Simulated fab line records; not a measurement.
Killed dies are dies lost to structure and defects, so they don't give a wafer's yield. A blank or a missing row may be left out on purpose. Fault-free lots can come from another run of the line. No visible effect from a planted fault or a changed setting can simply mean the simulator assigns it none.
Which of the tools did it?	flow nand_harc	15 lots, 45 wafers sampled, at 4 steps of a route of 1302

WHAT THE GAUGES READ, wafer by wafer
NHARC_THIN_TSV_CD_MEAS_12 targets a cd of 1000 nm.
lot	measured	on	cd_nm (nm)
L152	day 24 11:23	cd_sem-01	996 997 996
L153	day 24 23:27	cd_sem-02	1005 1004 1005
L154	day 24 22:14	cd_sem-01	1004 1004 1005
L156	day 26 00:48	cd_sem-03	1005 1003 1004
L159	day 27 00:49	cd_sem-01	1004 1001 1006
L158	day 27 03:20	cd_sem-01	996 997 996
L160	day 27 16:26	cd_sem-02	1003 1004 1005
L161	day 27 17:32	cd_sem-03	999 1003 1004
L163	day 29 00:38	cd_sem-03	997 1000 999
L162	day 29 01:50	cd_sem-01	1005 1007 999
L165	day 29 16:11	cd_sem-03	1006 1002 1006
L164	day 29 17:23	cd_sem-02	1004 1003 1002
L166	day 30 21:55	cd_sem-01	1004 1005 1001
L167	day 30 23:14	cd_sem-01	995 997 997
L173	day 33 10:49	cd_sem-02	1001 997 1003

WHICH TOOL RAN EACH LOT (tool, then ch and the chambers of the sampled wafers, then the start)
lot	NHARC_A_BONDPAD_DEGAS_25	NHARC_A_BONDPAD_PVD_27	NHARC_THIN_TSV_DEP_43
L152	pvd_sputter-01, day 23 21:07	pvd_sputter-01, day 24 10:33 or earlier	pecvd-04 ch 0,1,2, day 24 10:33
L153	pvd_sputter-02, day 24 08:25	pvd_sputter-02, day 24 22:40 or earlier	pecvd-02 ch 0,1,2, day 24 22:40
L154	pvd_sputter-01, day 24 10:58	pvd_sputter-01, day 24 21:27 or earlier	pecvd-04 ch 0,1,2, day 24 21:27
L156	pvd_sputter-03, day 25 12:58	pvd_sputter-03, day 25 23:58 or earlier	pecvd-01 ch 1,2, day 25 23:58
L159	pvd_sputter-02, day 26 08:26	pvd_sputter-02, day 27 00:11 or earlier	pecvd-04 ch 1,2, day 27 00:11
L158	pvd_sputter-01, day 26 10:07	pvd_sputter-01, day 27 02:30 or earlier	pecvd-01 ch 0,1,2, day 27 02:30
L160	pvd_sputter-03, day 27 01:01	pvd_sputter-03, day 27 15:36 or earlier	pecvd-02 ch 0,1, day 27 15:36
L161	pvd_sputter-01, day 27 01:40	pvd_sputter-01, day 27 16:49 or earlier	pecvd-01 ch 0,1,2, day 27 16:49
L163	pvd_sputter-01, day 28 08:53	pvd_sputter-01, day 28 23:47 or earlier	pecvd-02 ch 0,2, day 28 23:47
L162	pvd_sputter-01, day 28 10:03	pvd_sputter-01, day 29 01:02 or earlier	pecvd-04 ch 0,2, day 29 01:02
L165	pvd_sputter-01, day 28 23:39	pvd_sputter-01, day 29 15:20 or earlier	pecvd-04 ch 0,1,2, day 29 15:20
L164	pvd_sputter-01, day 29 04:16	pvd_sputter-01, day 29 16:38 or earlier	pecvd-01 ch 1,2, day 29 16:38
L166	pvd_sputter-03, day 30 05:25	pvd_sputter-03, day 30 21:13 or earlier	pecvd-04 ch 0,1,2, day 30 21:13
L167	pvd_sputter-02, day 30 08:55	pvd_sputter-02, day 30 22:24 or earlier	pecvd-04 ch 0,1,2, day 30 22:24
L173	pvd_sputter-03, day 32 20:14	pvd_sputter-03, day 33 09:59 or earlier	pecvd-04 ch 0,1,2, day 33 09:59
- NHARC_A_BONDPAD_DEGAS_25: time 60 s.
- NHARC_A_BONDPAD_PVD_27: deposits Cu, target thk 30 nm, time 20.49 s.
- NHARC_THIN_TSV_DEP_43: deposits SiO2, target thk 1328.5 nm.

WHAT THE TOOLS THEMSELVES READ (means of the sampled wafers that have a number; where no wafer has one, the mark that the record gives instead)
NHARC_A_BONDPAD_DEGAS_25.
lot	tool	heater_power_w (W)
L152	pvd_sputter-01	433
L153	pvd_sputter-02	507
L154	pvd_sputter-01	459
L156	pvd_sputter-03	494
L159	pvd_sputter-02	462
L158	pvd_sputter-01	459
L160	pvd_sputter-03	486
L161	pvd_sputter-01	474
L163	pvd_sputter-01	443
L162	pvd_sputter-01	438
L165	pvd_sputter-01	437
L164	pvd_sputter-01	430
L166	pvd_sputter-03	434
L167	pvd_sputter-02	455
L173	pvd_sputter-03	477

NHARC_A_BONDPAD_PVD_27.
lot	tool	cathode_dc_power_W (W)	throttle_valve_pct (%)
L152	pvd_sputter-01	5000.4	30.4
L153	pvd_sputter-02	4999.5	30.0
L154	pvd_sputter-01	5000.3	30.3
L156	pvd_sputter-03	4999.3	29.0
L159	pvd_sputter-02	4999.6	30.3
L158	pvd_sputter-01	4999.6	30.2
L160	pvd_sputter-03	4999.8	28.7
L161	pvd_sputter-01	5000.0	30.1
L163	pvd_sputter-01	5000.8	29.1
L162	pvd_sputter-01	5000.4	30.2
L165	pvd_sputter-01	4999.8	29.3
L164	pvd_sputter-01	5000.3	29.8
L166	pvd_sputter-03	5000.0	28.8
L167	pvd_sputter-02	4999.9	30.1
L173	pvd_sputter-03	5000.0	29.4

NHARC_THIN_TSV_DEP_43.
lot	tool	chamber_pressure_Torr (Torr)	rf_fwd_power_W (W)	throttle_valve_pct (%)
L152	pecvd-04	6.503	897.7	16.7
L153	pecvd-02	6.510	896.5	16.2
L154	pecvd-04	6.495	897.6	16.6
L156	pecvd-01	6.502	896.6	16.4
L159	pecvd-04	6.506	897.3	16.4
L158	pecvd-01	6.501	897.7	16.3
L160	pecvd-02	6.489	900.1	16.2
L161	pecvd-01	6.508	896.4	16.3
L163	pecvd-02	6.490	898.8	16.6
L162	pecvd-04	6.501	898.2	16.1
L165	pecvd-04	6.499	899.2	16.3
L164	pecvd-01	-	-	-
L166	pecvd-04	-	-	-
L167	pecvd-04	-	-	-
L173	pecvd-04	6.509	899.7	16.3

THE ANSWER, worked out from the rows above alone
Rule: usual is defined by the lots themselves. Put in order of their means at a reading, lots are off if they are a third of the lots or fewer, leave a main group of 4 or more, and stand apart from it by a gap of 3 or more times the standard deviation of the main group's means; of several such gaps the widest counts. Not used: any main group whose means are identical at the precision the tables above print for the reading. A lot without any number at a reading at which 4 lots or more have one is off too. The other lots that the step has rows for count as sound. The gauges are gone through in route order, then the tools' own readings, and for those a lot's mean is taken as printed above. At the first step where some lot is off, the reading lying furthest off is the one used; lots without a number count as furthest.
Off: L164, L166, L167, at NHARC_THIN_TSV_DEP_43 (chamber_pressure_Torr). Without a number there: L164, L166, L167. The main group has a mean of 6.501 Torr with a standard deviation of 0.0066.
If a tool, at that step or one of the process steps before it, ran each lot that is off and ran no sound lot following the first of them, it fits. NHARC_A_BONDPAD_PVD_27 gives no start for some lots, so the hours and the order of its lots are those of NHARC_THIN_TSV_DEP_43. None of those tried fits.

WHAT WAS PUT IN BY THE SIMULATOR
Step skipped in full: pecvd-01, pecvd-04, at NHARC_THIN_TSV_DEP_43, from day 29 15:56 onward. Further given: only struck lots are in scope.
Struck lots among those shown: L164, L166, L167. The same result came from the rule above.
